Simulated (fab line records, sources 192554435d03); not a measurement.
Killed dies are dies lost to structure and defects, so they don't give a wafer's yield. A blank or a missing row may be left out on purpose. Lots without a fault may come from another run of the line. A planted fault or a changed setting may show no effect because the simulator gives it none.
fab line records | flow n5_finfet
record lots=7 wafers=39
route steps=1938 shown BEOL_M8@1332 MIM_BOT@1833
start_h: hours from the record's first day to the start of the lot's first wafer shown | wait_h: hours since the lot's step before | " the same as in the row above | L1.1+2: a row that stands for several wafers | - no value, or no start given | * or withheld: withheld | < > ~ a bound
route shown NAME@n: a module of which the file shows steps, and the number in the route of the first | usual: mean/standard deviation of fault-free wafers | same: alike in all rows | chamber/n: place in a boat | sites: the reading at each site | _std_site: their standard deviation | _edge_site: outer sites' mean less inner sites' | radius_mm: how far each site lies from the wafer's centre | mask NAME#n: copy n | behind: the tool/chamber that last shaped the wafer | hold: why the lot was held/for how many hours/how that ended | device: the transistor (n, p or np) that didn't switch | end of line: the same wafers' tests at the end of the route | a step without rows: its recipe alone | killed: dies lost to structure and defects at the first sort, not the wafer's yield | map: a wafer's dies, x killed, . not, _ none there
set.NAME: the setting as run; set.NAME@STEP: as run at that earlier step | model.NAME: the simulator's own value behind a step, which no gauge read
lots whose settings were changed on purpose; a table a step, a row a wafer
## steps
# step N5_BEOL_M8_ILD_DEP_00
# recipe material=SiCOH_lowk target_thk_a=1797.5 temp_c=300 precursor=DEMS/porogen pressure_torr=5 rf_w=500 time_s=33.4
# columns lot.wafer tool chamber start_h wait_h set.time_s model.SiCOH_lowk_of_BEOL_M8_ILD_DEP_00.thk_nm
L075.1 pecvd-04 1 203.79 0.0 33.4 176.4
L075.2 " 2 " " 33.4 177.2
L075.3 " 0 " " 33.4 178.4
L075.4 " 2 " " 33.4 181.4
L075.5 " 1 " " 33.4 178.6
L075.6 " 0 " " 33.4 181.2
L085.3 pecvd-04 1 281.02 0.0 33.4 178.2
L085.5 " 1 " " 33.4 181.6
L085.6 " 2 " " 33.4 182.6
L089.1 pecvd-04 0 299.50 0.0 16.85 89.4
L089.2 " 1 " " 33.4 177.2
L089.3 " 2 " " 33.4 178.4
L089.4 " 1 " " 33.4 181.4
L089.5 " 0 " " 16.85 93.4
L089.6 " 2 " " 16.85 93.2
L092.1 pecvd-04 1 306.56 0.0 22.2 119.2
L092.2 " 0 " " 22.2 121.2
L092.3 " 2 " " 33.4 178.8
L092.4 " 1 " " 33.4 182
L092.5 " 0 " " 33.4 183.4
L092.6 " 2 " " 22.2 121.8
L094.1 pecvd-02 0 317.42 0.0 16.32 91.4
L094.2 " 1 " " 16.32 93.2
L094.3 " 2 " " 33.4 178
L094.4 " 0 " " 33.4 185.6
L094.5 " 2 " " 16.32 89
L094.6 " 1 " " 33.4 182.8
L093.1 pecvd-02 2 319.40 0.0 21.11 117.6
L093.2 " 0 " " 21.11 117.4
L093.3 " 1 " " 33.4 183.6
L093.4 " 0 " " 33.4 185.4
L093.5 " 2 " " 33.4 184.8
L093.6 " 1 " " 21.11 120
L096.1+5 pecvd-04 0,1 330.84 0.0 33.4 179.6
L096.2 " 2 " " 21.2 114.6
L096.3 " 1 " " 21.2 113.4
L096.4 " 0 " " 21.2 117
L096.6 " 2 " " 33.4 180.8
# step N5_BEOL_M8_CURE_74
# recipe temp_c=385 time_s=240 ambient=He/Ar material=SiCOH_lowk
# columns lot.wafer tool chamber start_h wait_h set.time_s@BEOL_M8_ILD_DEP_00 model.SiCOH_lowk_of_BEOL_M8_ILD_DEP_00.thk_nm
L075.1 uv_cure-03 0 203.85 0.0 33.4 152.2
L075.2 " 0 " " 33.4 152.8
L075.3 " 0 " " 33.4 153.8
L075.4 " 0 " " 33.4 156.4
L075.5 " 0 " " 33.4 154
L075.6 " 0 " " 33.4 156.2
L085.3 uv_cure-01 2 281.24 0.2 33.4 153.6
L085.5 " 2 " " 33.4 156.6
L085.6 " 2 " " 33.4 157.4
L089.1 uv_cure-02 0 299.56 0.0 16.85 76.6
L089.2 " 0 " " 33.4 152.8
L089.3 " 0 " " 33.4 153.8
L089.4 " 0 " " 33.4 156.4
L089.5+6 " 0 " " 16.85 80
L092.1 uv_cure-01 1 306.72 0.1 22.2 102.4
L092.2 " 1 " " 22.2 104.2
L092.3 " 1 " " 33.4 154.2
L092.4 " 1 " " 33.4 157
L092.5 " 1 " " 33.4 158.2
L092.6 " 1 " " 22.2 104.8
L094.1 uv_cure-02 0 317.48 0.0 16.32 78.4
L094.2 " 0 " " 16.32 80
L094.3 " 0 " " 33.4 153.6
L094.4 " 0 " " 33.4 160
L094.5 " 0 " " 16.32 76.4
L094.6 " 0 " " 33.4 157.6
L093.1+2 uv_cure-03 0 319.46 0.0 21.11 101
L093.3 " 0 " " 33.4 158.4
L093.4 " 0 " " 33.4 159.8
L093.5 " 0 " " 33.4 159.4
L093.6 " 0 " " 21.11 103.2
L096.1 uv_cure-03 0 330.91 0.0 33.4 154.8
L096.2 " 0 " " 21.2 98.6
L096.3 " 0 " " 21.2 97.4
L096.4 " 0 " " 21.2 100.6
L096.5 " 0 " " 33.4 155
L096.6 " 0 " " 33.4 156
# step N5_BEOL_M8_THK_MEAS_01
# recipe reads=SiCOH_lowk_of_BEOL_M8_ILD_DEP_00
# usual M8_ILD_THK=155.9/2
# columns lot.wafer tool chamber start_h wait_h set.time_s@BEOL_M8_ILD_DEP_00 M8_ILD_THK[nm]
L075.1 film_metro-02 - 204.36 0.4 33.4 152.2
L075.2 " - " " 33.4 152.7
L075.3 " - " " 33.4 153.9
L075.4 " - " " 33.4 156.3
L075.5 " - " " 33.4 154.0
L075.6 " - " " 33.4 156.3
L085.3 film_metro-01 - 281.59 0.3 33.4 153.6
L085.5 " - " " 33.4 156.7
L085.6 " - " " 33.4 157.5
L089.1 film_metro-02 - 300.07 0.4 16.85 76.7
L089.2 " - " " 33.4 152.7
L089.3 " - " " 33.4 153.8
L089.4 " - " " 33.4 156.2
L089.5 " - " " 16.85 80.1
L089.6 " - " " 16.85 80.0
L092.1 film_metro-02 - 307.24 0.4 22.2 102.3
L092.2 " - " " 22.2 104.1
L092.3 " - " " 33.4 154.2
L092.4 " - " " 33.4 157.1
L092.5 " - " " 33.4 158.1
L092.6 " - " " 22.2 104.7
L094.1 film_metro-01 - 318.00 0.4 16.32 78.4
L094.2 " - " " 16.32 80.0
L094.3 " - " " 33.4 153.4
L094.4 " - " " 33.4 160.1
L094.5 " - " " 16.32 76.3
L094.6 " - " " 33.4 157.7
L093.1 film_metro-01 - 319.97 0.4 21.11 101.1
L093.2 " - " " 21.11 101.0
L093.3 " - " " 33.4 158.3
L093.4 " - " " 33.4 160.0
L093.5 " - " " 33.4 159.5
L093.6 " - " " 21.11 103.1
L096.1 film_metro-02 - 331.90 0.8 33.4 154.8
L096.2 " - " " 21.2 98.5
L096.3 " - " " 21.2 97.4
L096.4 " - " " 21.2 100.6
L096.5 " - " " 33.4 154.9
L096.6 " - " " 33.4 156.0
# step N5_MIM_BOT_SPUTTER_00
# recipe material=TiN target_thk_a=350 temp_c=200 power_w=3000 chamber_pressure_pa=0.49996 gas=Ar reactive_partial_pa=0.37997 time_s=89.7
# columns lot.wafer tool chamber start_h wait_h set.target_thk_a model.TiN_of_MIM_BOT_SPUTTER_00.thk_nm
L075.1 pvd_sputter-03 - 264.87 0.0 155.7 16.6
L075.2 " - " " 350 35
L075.3 " - " " 350 35.6
L075.4 " - " " 155.7 16.4
L075.5 " - " " 155.7 15.8
L075.6 " - " " 350 36
L085.3 pvd_sputter-03 - 338.01 0.0 350 34.6
L085.5 " - " " 350 35.2
L085.6 " - " " 350 34.4
L089.1 pvd_sputter-02 - 372.14 0.0 181.4 17.8
L089.2 " - " " 181.4 18
L089.3 " - " " 350 35.6
L089.4 " - " " 181.4 18.6
L089.5 " - " " 350 35.4
L089.6 " - " " 350 35
L092.1+6 pvd_sputter-01 - 378.12 0.0 350 34.2
L092.2 " - " " 350 34.8
L092.3+4 " - " " 350 34.4
L092.5 " - " " 350 34.6
L094.1+6 pvd_sputter-01 - 381.42 0.0 350 35
L094.2+4 " - " " 259 26
L094.3 " - " " 350 35.6
L094.5 " - " " 259 25.8
L093.1+5 pvd_sputter-01 - 384.06 0.0 350 34.6
L093.2+3 " - " " 439.4 43.2
L093.4 " - " " 439.4 43
L093.6 " - " " 350 34.4
L096.1 pvd_sputter-03 - 388.84 0.0 350 35.2
L096.2 " - " " 409.6 41
L096.3+5 " - " " 350 34.6
L096.4 " - " " 409.6 41.4
L096.6 " - " " 409.6 40.6
## key
split step=N5_BEOL_M8_ILD_DEP_00 setting=time_s stated=33.4 by=wafer
response step=N5_BEOL_M8_ILD_DEP_00 reading=model.SiCOH_lowk_of_BEOL_M8_ILD_DEP_00.thk_nm change=+1.78 per=1% r=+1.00
response step=N5_BEOL_M8_CURE_74 reading=model.SiCOH_lowk_of_BEOL_M8_ILD_DEP_00.thk_nm change=+1.54 per=1% r=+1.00
response step=N5_BEOL_M8_THK_MEAS_01 reading=M8_ILD_THK change=+1.54 per=1% r=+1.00
split step=N5_MIM_BOT_SPUTTER_00 setting=target_thk_a stated=350 by=wafer
response step=N5_MIM_BOT_SPUTTER_00 reading=model.TiN_of_MIM_BOT_SPUTTER_00.thk_nm change=+0.351 per=1% r=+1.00
